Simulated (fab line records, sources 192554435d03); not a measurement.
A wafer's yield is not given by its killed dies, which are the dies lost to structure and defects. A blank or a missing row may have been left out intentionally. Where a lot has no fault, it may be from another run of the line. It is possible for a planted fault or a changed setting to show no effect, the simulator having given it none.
Comparing a struck lot with a sound one + flow n5 finfet + 26 steps out of a route of 1938
Sound: wafers L568.3, L568.5, L568.6. The struck wafers were L571.1, L571.3, L571.5. Last of all comes the cause.
Per side, at each step with rows, come the tool, then ch with its chambers, and then its first start. Under that, the readings that differ: sound wafers + struck wafers + difference of the means + sigmas: that difference in standard deviations of wafers without a fault.
alike: same words and numbers on both sides, and readings whose means sit less than 2 such deviations apart. not compared: any withheld reading, any reading some wafer has no value for, any bound like >300 that may hide the same value, and any number with overlapping values for which the record gives no deviation.
A row with sigmas, a row that says differs or no value, or rows on one side alone: a step with any of these is where the two part. Non-overlapping numbers with no deviation appear without sigmas and do not part them. Lack of a reading on every wafer of one side parts them only where that side has two or more wafers.

first, 8 steps without rows for these wafers: N5_BEOL_M4_PRE_CLEAN_60 (time 15 s); N5_BEOL_M4_CO_CAP_55 (material Co, precursor CCTBA/H2, target thk 2 nm, time 102.1 s); N5_BEOL_M4_PRE_CLEAN_56 (time 15 s); N5_BEOL_M4_DEP_57 (deposits SiCN from 3MS/NH3, target thk 8 nm, time 14 s); N5_BEOL_M5_ILD_DEP_00 (deposits SiCOH lowk from DEMS/porogen, target thk 140.64 nm, time 25.9 s); N5_BEOL_M5_CURE_79 (cures SiCOH lowk, time 240 s); N5_BEOL_M5_PECVD_70 (deposits SiO2 from TEOS/O2, target thk 16 nm, time 18 s); N5_BEOL_M5_HM_DEP_02 (deposits TiN, target thk 20 nm).
N5_BEOL_M5_COAT_59: time 60 s, resist thk 60 nm.
  sound on litho track-03 ch 0, day 11 11:55; struck on litho track-03 ch 0, day 12 11:20
| reading                                  | sound                | struck               | difference | sigmas      |
|------------------------------------------|----------------------|----------------------|------------|-------------|
| spin speed rpm (rpm)                     | 1499.8 1500.3 1500.8 | 1010.0 1011.3 1010.0 | -489.9     | -99 or more |
| model.SOC_of_BEOL_M5_COAT_59.thk nm (nm) | 60 60 60.4           | 73 73.4 73.2         | +13        |             |
then, 11 steps without rows for these wafers: N5_BEOL_M5_COAT_60 (time 60 s, resist thk 12 nm); N5_BEOL_M5_COAT_71 (time 60 s, resist thk 5 nm); N5_BEOL_M5_COAT_05 (resist thk 30 nm); N5_BEOL_M5_EBR_07; N5_BEOL_M5_SOFTBAKE_06 (time 60 s); N5_BEOL_M5_EXPOSE_08 (exposes mask M5, target cd 28 nm); N5_BEOL_M5_PEB_09 (peb time 60 s); N5_BEOL_M5_DEVELOP_10 (develop time 30 s); N5_BEOL_M5_DESCUM_16 (chemistry O2, time 7 s); N5_BEOL_M5_ETCH_72 (etches underlayer in N2/H2, target depth 6.5 nm, time 5.2 s); N5_BEOL_M5_ETCH_61 (etches SiARC in CF4, target depth 15.6 nm, time 26 s).
N5_BEOL_M5_ETCH_62: etches SOC in N2/H2, target depth 75 nm, overetch 15 nm, time 112.5 s.
  sound on rie diel-06 ch 0,1,2, day 11 12:31; struck on rie diel-05 ch 0,2,3, day 12 11:56
| reading                  | sound          | struck            | difference | sigmas |
|--------------------------|----------------|-------------------|------------|--------|
| oes product au (a.u.)    | 0.58 0.58 0.57 | 0.70 0.63 0.86    | +0.15      | +3     |
| model.etch.depth nm (nm) | 60 60.05 60.36 | 73.08 73.37 73.25 | +13.10     |        |
  alike: drypump motor current A, rf vpp V, showerhead plenum p Torr, throttle valve pct
  not compared: rf hours counter h
then, 3 steps without rows for these wafers: N5_BEOL_M5_STRIP_63 (strips in N2/H2); N5_BEOL_M5_STRIP_73 (strips in N2/H2); N5_BEOL_M5_STRIP_64 (strips in CF4).
N5_BEOL_M5_HM_OPEN_17: chemistry Cl2/BCl3, target TiN, target depth 20 nm, overetch 6 nm.
  sound on rie metal-01 ch 0,1, day 11 12:43; struck on rie metal-01 ch 0, day 12 12:06
| reading                                  | sound        | struck         | difference | sigmas |
|------------------------------------------|--------------|----------------|------------|--------|
| model.SOC_of_BEOL_M5_COAT_59.thk nm (nm) | 52.2 52.4 53 | 65.2 65.4 65.4 | +12.8      |        |
  alike: drypump motor current A, he backside leak sccm, oes product au, throttle valve pct
  not compared: rf hours counter h
then, 1 step without rows for these wafers: N5_BEOL_M5_STRIP_19 (strips in O2).

== WHERE THEY PART ==
At N5_BEOL_M5_COAT_59 first; at N5_BEOL_M5_ETCH_62 last (within this record only). Later steps at which nothing parts them and some readings are alike: N5_BEOL_M5_HM_OPEN_17.

WHY: what the simulator had put in
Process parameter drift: litho track-03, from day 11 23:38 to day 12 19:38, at N5_BEOL_M5_COAT_59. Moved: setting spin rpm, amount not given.
